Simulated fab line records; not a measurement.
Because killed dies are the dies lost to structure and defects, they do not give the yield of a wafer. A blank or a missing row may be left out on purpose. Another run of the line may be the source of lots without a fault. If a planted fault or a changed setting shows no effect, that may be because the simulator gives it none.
The tool behind it: which one? -- flow nand harc -- Sampling: 24 lots, 72 wafers, 3 of 1159 route steps

WHAT EACH GAUGE READ, for each wafer
NHARC_P_STI_CD_MEAS_16.
lot,measured,on,cd nm (nm)
L074,day 2 13:49,cd sem-03,202.4 200.5 200.3
L075,day 2 20:36,cd sem-01,200.9 197.4 201.4
L076,day 2 20:38,cd sem-01,202.6 203.6 198.5
L077,day 3 05:34,cd sem-01,200.3 199.8 200.6
L078,day 3 11:40,cd sem-01,202.3 204.3 202.2
L079,day 3 18:47,cd sem-02,202.3 205.6 202.0
L080,day 4 00:26,cd sem-02,197.7 195.7 197.6
L081,day 4 05:34,cd sem-02,201.6 204.5 204.3
L082,day 4 12:04,cd sem-03,197.1 199.9 199.2
L083,day 4 19:08,cd sem-01,201.3 196.7 200.9
L084,day 5 00:02,cd sem-02,197.8 197.2 197.7
L085,day 5 08:12,cd sem-02,198.1 199.6 200.0
L086,day 5 08:05,cd sem-01,198.3 201.1 202.0
L087,day 5 19:33,cd sem-01,202.7 199.0 203.9
L088,day 6 01:32,cd sem-01,201.4 202.4 204.4
L089,day 6 05:53,cd sem-02,200.9 204.8 198.1
L090,day 6 11:40,cd sem-02,202.7 204.9 204.3
L091,day 6 17:41,cd sem-02,205.1 201.2 203.1
L092,day 7 01:51,cd sem-02,202.8 204.1 203.6
L093,day 7 08:35,cd sem-02,202.1 203.3 206.1
L094,day 7 08:25,cd sem-03,201.0 199.2 199.1
L095,day 7 20:49,cd sem-03,200.4 194.5 198.7
L096,day 7 20:59,cd sem-03,199.2 198.7 199.8
L097,day 8 05:31,cd sem-01,200.1 201.1 197.2

NHARC_P_STI_OCD_MEAS_17.
lot,measured,on,trench depth nm (nm),trench foot cd nm (nm)
L074,day 2 13:54,ocd-02,300 299 299,159.6 160.3 158.9
L075,day 2 20:41,ocd-02,299 298 297,157.4 155.5 157.1
L076,day 2 20:43,ocd-02,299 301 305,160.5 161.5 158.0
L077,day 3 05:39,ocd-02,296 298 297,160.3 159.5 160.4
L078,day 3 11:45,ocd-02,292 295 298,162.4 162.4 161.5
L079,day 3 18:53,ocd-02,298 304 299,162.0 161.2 160.8
L080,day 4 00:31,ocd-02,301 294 297,157.0 156.5 157.2
L081,day 4 05:41,ocd-02,297 302 298,161.5 162.1 162.4
L082,day 4 12:09,ocd-02,295 299 302,156.6 158.9 157.7
L083,day 4 19:14,ocd-02,307 306 304,157.5 156.1 158.5
L084,day 5 00:08,ocd-02,298 306 298,157.0 155.7 155.9
L085,day 5 08:17,ocd-02,304 303 297,154.1 157.2 158.6
L086,day 5 08:10,ocd-01,303 305 301,156.0 158.0 159.5
L087,day 5 19:39,ocd-02,288 299 298,161.0 157.3 161.6
L088,day 6 01:38,ocd-02,299 304 303,159.8 159.8 160.4
L089,day 6 05:58,ocd-02,308 302 300,158.9 162.4 157.2
L090,day 6 11:46,ocd-01,298 299 300,160.9 163.9 162.1
L091,day 6 17:47,ocd-02,300 303 302,161.7 158.3 158.4
L092,day 7 01:56,ocd-01,305 304 297,161.3 161.8 163.5
L093,day 7 08:40,ocd-02,307 304 306,158.5 161.6 163.5
L094,day 7 08:31,ocd-01,288 289 298,162.4 159.5 158.1
L095,day 7 20:55,ocd-01,304 296 309,158.7 154.4 154.6
L096,day 7 21:04,ocd-02,303 300 300,156.0 156.2 158.0
L097,day 8 05:36,ocd-02,300 296 301,160.2 160.9 155.6

EACH LOT AND THE TOOL THAT RAN IT (in order: tool; ch and the chambers of the sampled wafers; start)
lot,NHARC_P_ZERO_WELL_ETCH_65
L074,"rie diel-08 ch 0,1, day 1 13:35"
L075,"rie diel-01 ch 0,1,3, day 1 19:35"
L076,"rie diel-04 ch 1,2,3, day 2 01:29"
L077,"rie diel-08 ch 0,3, day 2 07:42"
L078,"rie diel-08 ch 1,2,3, day 2 13:32"
L079,"rie diel-04 ch 1,2,3, day 2 19:25"
L080,"rie diel-04 ch 0,3, day 3 01:29"
L081,"rie diel-08 ch 0,2,3, day 3 07:22"
L082,"rie diel-04 ch 1,2,3, day 3 13:22"
L083,"rie diel-04 ch 0,1, day 3 19:30"
L084,"rie diel-01 ch 0,2,3, day 4 01:22"
L085,"rie diel-08 ch 0,2,3, day 4 07:29"
L086,"rie diel-08 ch 0,1,2, day 4 13:22"
L087,"rie diel-01 ch 0,1,2, day 4 19:35"
L088,"rie diel-08 ch 0,1,2, day 5 01:29"
L089,"rie diel-04 ch 0,2,3, day 5 07:37"
L090,"rie diel-08 ch 0,2,3, day 5 13:29"
L091,"rie diel-01 ch 0,2,3, day 5 19:29"
L092,"rie diel-01 ch 0,1,3, day 6 01:29"
L093,"rie diel-01 ch 2,3, day 6 07:29"
L094,"rie diel-04 ch 0,1,3, day 6 13:29"
L095,"rie diel-04 ch 1,2,3, day 6 19:30"
L096,"rie diel-08 ch 0,1,3, day 7 01:31"
L097,"rie diel-08 ch 1,2,3, day 7 07:23"
- NHARC_P_ZERO_WELL_ETCH_65: etches the open film in N2/H2, target depth 80 nm, overetch 24 nm, time 87.88 s.

WHAT THE TOOLS THEMSELVES READ (means of the sampled wafers that have a number; where no wafer has one, the mark that the record gives instead)
NHARC_P_ZERO_WELL_ETCH_65.
lot,tool,drypump motor current A (A),oes product au (a.u.),rf vpp V (V),showerhead plenum p Torr (Torr),throttle valve pct (%)
L074,rie diel-08,5.58,0.987,432.0,2.10,14.167
L075,rie diel-01,5.52,1.000,433.2,2.13,14.169
L076,rie diel-04,5.50,1.003,431.2,2.06,14.164
L077,rie diel-08,5.71,0.992,434.4,2.20,14.174
L078,rie diel-08,5.62,0.989,431.6,2.07,14.165
L079,rie diel-04,5.50,0.998,431.6,2.06,14.179
L080,rie diel-04,5.52,1.006,428.9,1.97,14.169
L081,rie diel-08,5.64,0.997,431.8,2.12,14.170
L082,rie diel-04,5.49,0.999,430.9,2.06,14.174
L083,rie diel-04,5.58,0.996,432.6,2.10,14.174
L084,rie diel-01,5.52,0.998,432.7,2.13,14.166
L085,rie diel-08,5.67,0.993,432.8,2.12,14.172
L086,rie diel-08,5.49,0.992,431.6,2.08,14.170
L087,rie diel-01,5.77,0.999,433.7,2.13,14.183
L088,rie diel-08,5.47,0.991,432.1,2.08,14.168
L089,rie diel-04,5.73,0.999,429.3,2.01,14.177
L090,rie diel-08,5.66,0.992,432.7,2.12,14.179
L091,rie diel-01,5.55,0.998,434.0,2.13,14.174
L092,rie diel-01,5.53,0.994,432.2,2.13,14.165
L093,rie diel-01,5.60,0.992,433.6,2.15,14.174
L094,rie diel-04,5.44,0.997,430.9,2.05,14.175
L095,rie diel-04,5.50,1.002,431.6,2.06,14.172
L096,rie diel-08,5.74,0.991,433.1,2.14,14.169
L097,rie diel-08,5.64,0.992,430.2,2.06,14.169

THE ANSWER, worked out from the rows above alone
Rule: the lots themselves supply what counts as usual. Put in order of their means at a reading, lots are off if they are a third of the lots or fewer, leave a main group of 4 or more, and stand apart from it by a gap of 3 or more times the standard deviation of the main group's means; of several such gaps the widest counts. A main group whose means are all the same, to the digits that the tables above print for the reading, isn't used. Also off: a lot with no number at a reading for which 4 or more lots have one. The other lots that the step has rows for count as sound. The gauges are gone through in route order, then the tools' own readings, and for those a lot's mean is taken as printed above. The first step at which some lot is off is used, and at that step the reading that is off furthest; a lot without a number counts as furthest.
Across all readings shown, no lot is off: no conclusion can be drawn from this.

WHAT THE SIMULATOR HAD PUT IN
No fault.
